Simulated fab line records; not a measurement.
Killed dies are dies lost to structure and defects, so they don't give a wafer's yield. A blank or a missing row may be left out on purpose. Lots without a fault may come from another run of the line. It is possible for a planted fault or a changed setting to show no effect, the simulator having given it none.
What tool caused it? | flow n5_finfet | 23 wafers from 8 lots sampled at 7 of the route's 1938 steps

## WHAT EACH GAUGE READ, for each wafer
N5_SD_EPI_P_EPI_MEAS_23. Usual: 60.9 nm for thk_nm, sd 1.1.
lot  | measured    | on            | thk_nm (nm)    | flag
L868 | day 4 14:17 | film_metro-01 | 59.9 60.5 61.5 |
L871 | day 5 15:26 | film_metro-02 | 61.3 62.3 60.7 |
L873 | day 6 04:16 | film_metro-01 | 61.1 31.9 60.7 | OFF
L875 | day 6 17:31 | film_metro-01 | 62.3 31.8      | OFF
L881 | day 7 20:21 | film_metro-01 | 59.7 60.9 60.1 |
L884 | day 8 18:48 | film_metro-02 | 59.3 60.3 61.4 |
L885 | day 9 00:28 | film_metro-02 | 60.6 61.0 61.1 |
L886 | day 9 03:15 | film_metro-01 | 62.2 60.2 59.9 |

N5_SD_ACTIVATION_RS_MEAS_03: a four-point-probe measurement. Usual: RS_SD_N 21.76 ohm/sq, standard deviation 0.28; RS_SD_P 55.8 ohm/sq, standard deviation 0.72.
lot  | measured    | on            | RS_SD_N (ohm/sq)  | RS_SD_P (ohm/sq) | flag
L868 | day 4 15:05 | film_metro-01 | 22.20 22.12 22.05 | 56.2 55.7 55.7   |
L871 | day 5 16:11 | film_metro-02 | 21.97 21.90 21.97 | 55.1 55.3 54.2   |
L873 | day 6 04:53 | film_metro-01 | 21.55 21.61 21.59 | 56.1 109.5 55.8  | OFF
L875 | day 6 18:10 | film_metro-02 | 22.10 22.03       | 55.6 106.5       | OFF
L881 | day 7 20:58 | film_metro-02 | 21.53 21.06 21.22 | 57.6 57.0 56.6   |
L884 | day 8 19:28 | film_metro-02 | 21.52 21.59 21.64 | 55.6 55.9 55.7   |
L885 | day 9 01:05 | film_metro-02 | 21.85 22.09 22.06 | 54.3 55.5 54.4   |
L886 | day 9 03:55 | film_metro-01 | 21.71 21.55 21.10 | 56.0 56.0 55.7   |

N5_BEOL_M4_RC_MEAS_101. Usual: DIBL_N 36.3 mV/V, standard deviation 1.4; DIBL_P 35.7 mV/V, standard deviation 1.5; IOFF_N 0.155 nA/um, standard deviation 0.022; IOFF_P 0.204 nA/um, standard deviation 0.027; IOFF_P_85C 3.6 nA/um, standard deviation 0.4; IOFF_P_LIN 0.098 nA/um, standard deviation 0.011; ION_N 671 uA/um, standard deviation 9; ION_P 459 uA/um, standard deviation 6.2; REXT_P 100.0 ohm.um, standard deviation 1.7; RS_SD_P 65.5 ohm/sq, standard deviation 0.85; SS_N 71.5 mV/dec, standard deviation 0.54; SS_P 73.1 mV/dec, standard deviation 0.56; VT_N 250.2 mV, standard deviation 2.6; VT_P -251 mV, standard deviation 3.3; VT_P_LVT -99.2 mV, standard deviation 2.7.
lot  | measured     | on        | DIBL_N (mV/V)  | DIBL_P (mV/V)  | IOFF_N (nA/um)    | IOFF_P (nA/um)    | IOFF_P_85C (nA/um) | IOFF_P_LIN (nA/um) | ION_N (uA/um) | ION_P (uA/um) | REXT_P (ohm.um)   | RS_SD_P (ohm/sq) | SS_N (mV/dec)  | SS_P (mV/dec)  | VT_N (mV)         | VT_P (mV)      | VT_P_LVT (mV)        | flag
L868 | day 9 00:10  | prober-01 | 37.8 35.7 36.8 | 37.2 35.6 37.0 | 0.193 0.148 0.185 | 0.243 0.210 0.239 | 4.1 3.6 4.1        | 0.115 0.104 0.113  | 674 670 691   | 465 464 470   | 102.2 100.7 102.0 | 66.1 65.7 64.9   | 71.1 70.6 71.4 | 74.0 73.3 73.5 | 246.9 250.1 247.2 | -246 -248 -246 | -95.0 -96.9 -95.6    |
L871 | day 10 10:51 | prober-02 | 36.4 34.9 34.9 | 36.7 36.1 34.9 | 0.169 0.154 0.147 | 0.245 0.230 0.223 | 4.2 4.0 3.8        | 0.114 0.110 0.107  | 676 679 675   | 467 466 468   | 101.4 101.9 101.9 | 64.2 64.9 63.8   | 71.6 71.5 71.6 | 73.9 73.3 72.8 | 246.8 247.3 252.1 | -246 -245 -246 | -94.6 -94.8 -94.9    |
L873 | day 10 22:15 | prober-01 | 37.1 36.2 36.8 | 37.5 38.6 37.2 | 0.163 0.154 0.159 | 0.199 0.118 0.209 | 3.5 2.2 3.6        | 0.094 0.054 0.097  | 676 679 664   | 461 414 455   | 97.2 120.8 95.5   | 66.6 128.5 65.4  | 72.0 71.6 71.5 | 73.3 73.1 73.6 | 248.6 250.6 250.3 | -251 -269 -253 | -103.1 -119.0 -102.4 | OFF
L875 | day 11 17:05 | prober-01 | 35.4 34.5      | 36.0 38.4      | 0.151 0.144       | 0.178 0.111       | 3.1 2.1            | 0.087 0.052        | 672 668       | 458 408       | 100.4 123.0       | 64.2 125.3       | 71.2 71.3      | 72.8 73.4      | 249.7 250.6       | -254 -268      | -102.0 -118.3        | OFF
L881 | day 12 10:29 | prober-01 | 34.1 35.0 35.4 | 33.5 34.6 34.6 | 0.119 0.131 0.138 | 0.174 0.185 0.192 | 3.0 3.2 3.4        | 0.085 0.089 0.091  | 666 664 677   | 457 457 462   | 98.9 99.0 98.7    | 66.6 66.3 66.5   | 71.0 71.2 71.6 | 72.7 72.9 73.0 | 253.2 252.5 250.7 | -252 -251 -251 | -102.4 -101.2 -101.3 |
L884 | day 13 06:14 | prober-02 | 37.1 36.2 37.1 | 36.6 35.7 37.5 | 0.183 0.157 0.176 | 0.232 0.210 0.248 | 4.0 3.7 4.3        | 0.112 0.103 0.118  | 679 667 677   | 465 458 468   | 99.1 100.7 99.2   | 65.4 66.3 66.1   | 71.5 71.2 71.0 | 72.9 72.2 73.3 | 246.5 250.3 246.7 | -248 -249 -245 | -99.6 -100.6 -97.2   |
L885 | day 13 14:47 | prober-01 | 33.6 36.1 33.8 | 33.7 36.6 33.5 | 0.105 0.139 0.106 | 0.161 0.207 0.159 | 3.0 3.6 2.9        | 0.084 0.099 0.082  | 653 663 644   | 456 461 452   | 97.3 97.8 97.8    | 64.7 65.9 64.1   | 71.3 71.6 70.9 | 72.2 73.2 72.9 | 254.8 251.6 255.0 | -251 -251 -254 | -103.3 -100.2 -103.3 |
L886 | day 13 19:38 | prober-01 | 35.3 37.3 35.1 | 34.7 35.9 34.5 | 0.137 0.166 0.135 | 0.179 0.192 0.178 | 3.2 3.4 3.1        | 0.089 0.092 0.088  | 669 671 668   | 460 452 457   | 101.2 101.3 100.7 | 65.4 64.5 65.3   | 71.7 71.9 71.5 | 72.8 72.1 72.3 | 250.5 249.3 253.9 | -255 -252 -253 | -99.7 -99.7 -100.4   |

## WHICH TOOL RAN EACH LOT (tool, then ch and the chambers of the sampled wafers, then the start)
lot  | N5_SD_EPI_N_ETCH_34             | N5_SD_EPI_N_VAPOR_ETCH_50      | N5_SD_EPI_P_STRIP_40                | N5_SD_EPI_P_EPI_21
L868 | rie_diel-03 ch 1,3, day 4 05:55 | epi_rpcvd-03 ch 0, day 4 07:25 | plasma_asher-02 ch 0,1, day 4 11:35 | epi_rpcvd-01 ch 0, day 4 12:27
L871 | rie_diel-01 ch 0,2, day 5 06:37 | epi_rpcvd-04 ch 0, day 5 08:12 | plasma_asher-02 ch 0, day 5 12:42   | epi_rpcvd-01 ch 0, day 5 13:13
L873 | rie_diel-03 ch 0,1, day 5 20:20 | epi_rpcvd-02 ch 0, day 5 21:50 | plasma_asher-02 ch 0,1, day 6 01:34 | epi_rpcvd-01 ch 0, day 6 02:26
L875 | rie_diel-01 ch 1,3, day 6 09:32 | epi_rpcvd-04 ch 0, day 6 11:04 | plasma_asher-02 ch 0,1, day 6 14:49 | epi_rpcvd-01 ch 0, day 6 16:02
L881 | rie_diel-05 ch 2,3, day 7 11:59 | epi_rpcvd-02 ch 0, day 7 13:42 | plasma_asher-01 ch 0,1, day 7 17:38 | epi_rpcvd-04 ch 0, day 7 18:31
L884 | rie_diel-01 ch 1,2, day 8 09:23 | epi_rpcvd-02 ch 0, day 8 10:53 | plasma_asher-02 ch 0,1, day 8 16:05 | epi_rpcvd-03 ch 0, day 8 16:58
L885 | rie_diel-03 ch 0,1, day 8 15:07 | epi_rpcvd-02 ch 0, day 8 16:39 | plasma_asher-01 ch 0,1, day 8 20:55 | epi_rpcvd-01 ch 0, day 8 22:02
L886 | rie_diel-05 ch 1,2, day 8 19:16 | epi_rpcvd-02 ch 0, day 8 20:49 | plasma_asher-01 ch 0,1, day 9 00:33 | epi_rpcvd-03 ch 0, day 9 02:08
- N5_SD_EPI_N_ETCH_34: etches SiARC in CF4, target depth 45.5 nm, time 75.8 s.
- N5_SD_EPI_N_VAPOR_ETCH_50: etches Si in HCl, time 54 s.
- N5_SD_EPI_P_STRIP_40: strips in N2/H2.
- N5_SD_EPI_P_EPI_21: deposits SiGe:B, time 355 s.

## AS READ BY THE TOOLS THEMSELVES (means over the sampled wafers that have a number; for cases with no such wafer, the mark the record gives instead)
N5_SD_EPI_N_ETCH_34. Usual: chamber_pressure_mTorr 40.00 mTorr, standard deviation 0.06; drypump_motor_current_A 5.8 A, standard deviation 0.48; etch_rf_on_time_s 76.5 s, standard deviation 1.1; oes_product_au 0.66 a.u., standard deviation 0.057; rf_fwd_power_W 540.0 W, standard deviation 2.1; rf_vpp_V 184.4 V, standard deviation 1.1; showerhead_plenum_p_Torr 2.17 Torr, standard deviation 0.077; throttle_valve_pct 15.52 %, standard deviation 0.22.
lot  | tool        | chamber_pressure_mTorr (mTorr) | drypump_motor_current_A (A) | etch_rf_on_time_s (s) | oes_product_au (a.u.) | rf_fwd_power_W (W) | rf_vpp_V (V) | showerhead_plenum_p_Torr (Torr) | throttle_valve_pct (%) | flag
L868 | rie_diel-03 | 40.00                          | 5.9                         | 75.4                  | 0.71                  | 539.2              | 184.4        | 2.20                            | 15.31                  |
L871 | rie_diel-01 | 40.00                          | 5.4                         | 75.0                  | 0.68                  | 539.5              | 184.9        | 2.25                            | 15.38                  |
L873 | rie_diel-03 | 40.01                          | 6.1                         | 74.9                  | 0.78                  | 541.1              | 184.5        | 2.16                            | 15.37                  |
L875 | rie_diel-01 | 39.98                          | 5.6                         | 77.5                  | 0.67                  | 541.2              | 184.2        | 2.15                            | 15.38                  |
L881 | rie_diel-05 | 40.02                          | 5.7                         | 76.9                  | 0.62                  | 540.5              | 184.0        | 2.13                            | 15.78                  |
L884 | rie_diel-01 | 40.01                          | 5.9                         | 76.8                  | 0.64                  | 539.5              | 183.2        | 2.12                            | 15.49                  |
L885 | rie_diel-03 | 40.00                          | 5.9                         | 75.6                  | 0.71                  | 539.0              | 185.7        | 2.20                            | 15.35                  |
L886 | rie_diel-05 | 39.96                          | 6.2                         | 76.3                  | 0.60                  | 541.1              | 184.0        | 2.12                            | 15.80                  |

N5_SD_EPI_N_VAPOR_ETCH_50. Usual: susceptor_temp_C 775.1 C, standard deviation 0.31; throttle_valve_pct 12.23 %, standard deviation 0.16.
lot  | tool         | susceptor_temp_C (C) | throttle_valve_pct (%) | flag
L868 | epi_rpcvd-03 | 775.0                | 12.39                  |
L871 | epi_rpcvd-04 | 774.7                | 12.23                  |
L873 | epi_rpcvd-02 | 774.9                | 12.20                  |
L875 | epi_rpcvd-04 | 775.0                | 12.32                  |
L881 | epi_rpcvd-02 | 775.2                | 12.19                  |
L884 | epi_rpcvd-02 | 775.2                | 12.21                  |
L885 | epi_rpcvd-02 | 775.0                | 12.22                  |
L886 | epi_rpcvd-02 | 775.4                | 12.21                  |

N5_SD_EPI_P_STRIP_40. Usual: drypump_motor_current_A 5.66 A, standard deviation 0.21; heater_power_w 320 W, standard deviation 24; oes_product_au 0.761 a.u., standard deviation 0.012; temp_c 250.00 C, standard deviation 0.22.
lot  | tool            | drypump_motor_current_A (A) | heater_power_w (W) | oes_product_au (a.u.) | temp_c (C) | flag
L868 | plasma_asher-02 | 5.73                        | 303                | 0.763                 | 249.96     |
L871 | plasma_asher-02 | 5.63                        | 279                | 0.770                 | 250.28     |
L873 | plasma_asher-02 | 5.75                        | 305                | 0.762                 | 250.01     |
L875 | plasma_asher-02 | 5.81                        | 314                | 0.756                 | 250.03     |
L881 | plasma_asher-01 | 5.54                        | 324                | 0.757                 | 249.90     |
L884 | plasma_asher-02 | 5.76                        | 300                | 0.771                 | 249.95     |
L885 | plasma_asher-01 | 5.55                        | 321                | 0.758                 | 249.67     |
L886 | plasma_asher-01 | 5.48                        | 320                | 0.765                 | 250.12     |

N5_SD_EPI_P_EPI_21. Usual: 550.00 C for susceptor_temp_C, sd 0.25.
lot  | tool         | susceptor_temp_C (C) | flag
L868 | epi_rpcvd-01 | 550.43               |
L871 | epi_rpcvd-01 | 550.11               |
L873 | epi_rpcvd-01 | 549.76               |
L875 | epi_rpcvd-01 | 549.84               |
L881 | epi_rpcvd-04 | 550.02               |
L884 | epi_rpcvd-03 | 549.58               |
L885 | epi_rpcvd-01 | 549.83               |
L886 | epi_rpcvd-03 | 550.07               |

## THE ANSWER, worked out from the rows above alone
Rule: a lot counts as off when the mean over its wafers that have a number is more than 3 standard deviations away from the usual mean. A lot without any number at a reading at which 4 lots or more have one is off too. The other lots that the step has rows for count as sound. After the gauges, taken in route order, come the tools' own readings; for these a lot's mean is taken, as printed above. The first step at which some lot is off is used, and at that step the reading that is off furthest; a lot without a number counts as furthest.
Off, at N5_SD_EPI_P_EPI_MEAS_23 on thk_nm: L873, L875.
If a tool, at a process step before that reading, ran all the lots that are off and no sound lot after the first of them, it fits. The gauges at N5_SD_EPI_P_EPI_MEAS_23 aren't tried: what is off there is off at N5_BEOL_M4_RC_MEAS_101 too, on other tools, and a gauge's error can't cause that. None of those tried fits.

## WHAT THE SIMULATOR PUT IN
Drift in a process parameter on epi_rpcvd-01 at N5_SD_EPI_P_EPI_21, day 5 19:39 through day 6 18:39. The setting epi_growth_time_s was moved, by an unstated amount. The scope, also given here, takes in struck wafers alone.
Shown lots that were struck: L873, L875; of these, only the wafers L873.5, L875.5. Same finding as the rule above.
